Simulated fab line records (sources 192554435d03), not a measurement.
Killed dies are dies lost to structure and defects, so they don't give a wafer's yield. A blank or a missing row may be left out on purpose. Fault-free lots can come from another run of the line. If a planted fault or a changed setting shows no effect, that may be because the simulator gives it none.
Lot-split experiment | flow n5-finfet | route with 1938 steps; 7 lots, 39 wafers read

## THE SPLIT ITSELF
At N5_MOL_CONTACT_COAG_SPUTTER_130 (material Co, target thk 47.5 nm), the setting power-w was moved away from the recipe's 3000 W on 12 of the 39 wafers read, by -14.0% to +4.8%. This setting was run at the recipe's value on the other wafers.

The split's own step is where the reading is taken.

## THE READING
Co_of_MOL_CONTACT_COAG_SPUTTER_130.thk-nm (the simulator's own value, which no gauge read), in nm, at N5_MOL_CONTACT_COAG_SPUTTER_130 (material Co, target thk 47.5 nm). The file does not state a usual value for it. Here, 27 wafers ran the recipe; their average is 47.5 nm with a standard deviation of 0.47 nm.

wafer  | tool, chamber at the split | power-w as run, W | against the recipe | Co_of_MOL_CONTACT_COAG_SPUTTER_130.thk-nm, nm | against lot-mates on the recipe
L075.1 | pvd-sputter-02, -          | 3000              | recipe             | 47.2                                          | -
L075.6 | pvd-sputter-02, -          | 3000              | recipe             | 47.2                                          | -
L075.2 | pvd-sputter-02, -          | 2662              | -11.3%             | 41.8                                          | -5.5
L075.3 | pvd-sputter-02, -          | 2662              | -11.3%             | 41.4                                          | -5.9
L075.5 | pvd-sputter-02, -          | 2662              | -11.3%             | 41.4                                          | -5.9
L075.4 | pvd-sputter-02, -          | 3000              | recipe             | 47.6                                          | -
L080.1 | pvd-sputter-03, -          | 3000              | recipe             | 47.2                                          | -
L080.4 | pvd-sputter-03, -          | 3000              | recipe             | 47.2                                          | -
L080.2 | pvd-sputter-03, -          | 3000              | recipe             | 46.6                                          | -
L080.3 | pvd-sputter-03, -          | 3000              | recipe             | 46.8                                          | -
L080.5 | pvd-sputter-03, -          | 3000              | recipe             | 46.8                                          | -
L080.6 | pvd-sputter-03, -          | 3000              | recipe             | 47                                            | -
L082.1 | pvd-sputter-01, -          | 2579              | -14.0%             | 40.6                                          | -7.1
L082.2 | pvd-sputter-01, -          | 3000              | recipe             | 47.4                                          | -
L082.3 | pvd-sputter-01, -          | 3000              | recipe             | 48                                            | -
L082.4 | pvd-sputter-01, -          | 2579              | -14.0%             | 41                                            | -6.7
L082.5 | pvd-sputter-01, -          | 3000              | recipe             | 47.8                                          | -
L082.6 | pvd-sputter-01, -          | 2579              | -14.0%             | 41.2                                          | -6.5
L085.1 | pvd-sputter-02, -          | 3145              | +4.8%              | 50.8                                          | +2.9
L085.2 | pvd-sputter-02, -          | 3145              | +4.8%              | 50.4                                          | +2.5
L085.5 | pvd-sputter-02, -          | 3145              | +4.8%              | 50.4                                          | +2.5
L085.3 | pvd-sputter-02, -          | 3000              | recipe             | 48                                            | -
L085.6 | pvd-sputter-02, -          | 3000              | recipe             | 48                                            | -
L085.4 | pvd-sputter-02, -          | 3000              | recipe             | 47.8                                          | -
L091.1 | pvd-sputter-02, -          | 3000              | recipe             | 48                                            | -
L091.2 | pvd-sputter-02, -          | 2715              | -9.5%              | 43.2                                          | -4.9
L091.4 | pvd-sputter-02, -          | 2715              | -9.5%              | 43.2                                          | -4.9
L091.3 | pvd-sputter-02, -          | 3000              | recipe             | 48.2                                          | -
L091.6 | pvd-sputter-02, -          | 3000              | recipe             | 48.2                                          | -
L091.5 | pvd-sputter-02, -          | 2715              | -9.5%              | 43                                            | -5.1
L095.1 | pvd-sputter-01, -          | 3000              | recipe             | 47.6                                          | -
L095.3 | pvd-sputter-01, -          | 3000              | recipe             | 47.6                                          | -
L095.2 | pvd-sputter-01, -          | 3000              | recipe             | 47.2                                          | -
L095.5 | pvd-sputter-01, -          | 3000              | recipe             | 47.2                                          | -
L095.6 | pvd-sputter-01, -          | 3000              | recipe             | 47.2                                          | -
L095.4 | pvd-sputter-01, -          | 3000              | recipe             | 47                                            | -
L096.4 | pvd-sputter-03, -          | 3000              | recipe             | 47.8                                          | -
L096.5 | pvd-sputter-03, -          | 3000              | recipe             | 48.2                                          | -
L096.6 | pvd-sputter-03, -          | 3000              | recipe             | 48                                            | -

FIT RESULTS
A straight line over all 39 wafers: Co_of_MOL_CONTACT_COAG_SPUTTER_130.thk-nm changes by +0.499 nm for each +1% of power-w; r = +0.98; the points scatter about the line by 0.48 nm.
The same after taking each lot's own level away (the mean of its wafers on the recipe; 39 wafers): +0.506 nm for each +1%; r = +1.00; scatter 0.23 nm.
The reading moves by 7.1 nm for the largest change in power-w, on that fit.
Measured against the standard deviation above, the lots' own levels, which go from 46.93 to 48.13 nm, span 2.6 times it.
The two slopes are in agreement: the lot-to-lot level therefore moves the slope only a little.
Check: with one of the wafers moved furthest among these (-14.0%) left out of the fit, the line predicts -7.07 nm for it against its lot-mates. It came out at -7.13 nm against them.

## OTHER SPLITS ON THESE WAFERS
These wafers also went through other splits before the reading. Each is held against what the fit with the lots' levels taken away leaves over:
other split on the same wafers     | wafers away from the commonest value | r with Co_of_MOL_CONTACT_COAG_SPUTTER_130.thk-nm (lot level and that fit taken away)
N5_FIN_SAQP_ETCH_52 source-w       | 12                                   | +0.07
N5_SD_EPI_P_ETCH_37 source-w       | 6                                    | -0.16
N5_GATE_CUT_ETCH_56 target-depth-a | 6                                    | +0.21

## THE FILE'S OWN FIT
Co_of_MOL_CONTACT_COAG_SPUTTER_130.thk-nm changes by +0.505 nm for each +1% of power-w, r = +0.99.
